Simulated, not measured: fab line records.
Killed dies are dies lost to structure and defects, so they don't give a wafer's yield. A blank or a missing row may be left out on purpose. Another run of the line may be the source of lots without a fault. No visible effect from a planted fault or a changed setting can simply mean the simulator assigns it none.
Chamber matching | flow n5 finfet | N5_BEOL_M1_STRIP_19 on rie diel-04: 4 sister chambers
The step strips in O2. 14 wafers are shown with their chamber, then 7 later ones without.

== WAFERS WITH THEIR CHAMBER ==
wafer  | chamber | showerhead plenum p Torr (Torr) | drypump motor current A (A) | throttle valve pct (%)
L077.1 | 1       | 2.01                            | 6.6                         | 16.81
L077.5 | 3       | 1.98                            | 5.7                         | 17.05
L077.6 | 0       | 2.09                            | 6.1                         | 16.83
L079.2 | 2       | 2.19                            | 5.5                         | 16.76
L079.4 | 3       | 1.98                            | 5.7                         | 17.06
L079.6 | 3       | 1.98                            | 5.7                         | 17.06
L085.2 | 1       | 2.01                            | 6.5                         | 16.83
L085.5 | 3       | 1.98                            | 5.7                         | 17.08
L085.6 | 0       | 2.09                            | 6.1                         | 16.86
L090.1 | 1       | 2.01                            | 6.7                         | 16.83
L090.4 | 0       | 2.09                            | 6.1                         | 16.86
L090.5 | 1       | 2.01                            | 6.6                         | 16.84
L093.1 | 0       | 2.08                            | 6.1                         | 16.87
L093.4 | 2       | 2.18                            | 5.5                         | 16.81

SIGNATURES (means of the wafers above)
reading                  | chamber 0 | chamber 1 | chamber 2 | chamber 3 | scatter within a chamber
showerhead plenum p Torr | 2.0875    | 2.0100    | 2.1850    | 1.9800    | 0.00354
drypump motor current A  | 6.100     | 6.600     | 5.500     | 5.700     | 0.0447
throttle valve pct       | 16.8550   | 16.8275   | 16.7850   | 17.0625   | 0.0176
Rule: for each reading, subtract the chamber's mean from the wafer's reading, divide by that reading's scatter and square the result; add these up over the readings and take the root, which gives the wafer's distance from the chamber. If the next closest chamber is less than 2 further off than the closest, the wafer can't be placed; otherwise it belongs to the closest. How the scatter is found: for the shown wafers, subtract from each reading the mean of its chamber, square and add these, divide the total by (wafers less chambers), then take the root.

== WAFERS WITHOUT THEIR CHAMBER ==
wafer  | showerhead plenum p Torr (Torr) | drypump motor current A (A) | throttle valve pct (%)
L093.6 | 2.18                            | 5.5                         | 16.79
L095.3 | 2.23                            | 5.6                         | 16.66
L095.5 | 2.00                            | 6.6                         | 16.86
L095.6 | 2.08                            | 6.1                         | 16.88
L096.1 | 2.08                            | 6.1                         | 16.88
L096.3 | 2.23                            | 5.7                         | 16.63
L096.5 | 2.23                            | 5.6                         | 16.64

== CHAMBER TAKEN BY EACH ==
wafer  | from the rows above | in truth
L093.6 | 2                   | 2
L095.3 | 2                   | 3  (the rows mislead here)
L095.5 | 1                   | 1
L095.6 | 0                   | 0
L096.1 | 0                   | 0
L096.3 | 2                   | 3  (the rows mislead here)
L096.5 | 2                   | 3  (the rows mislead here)
Correct placement for 4 of the 7. Not placeable from these rows: 0. Placed wrongly: 3.
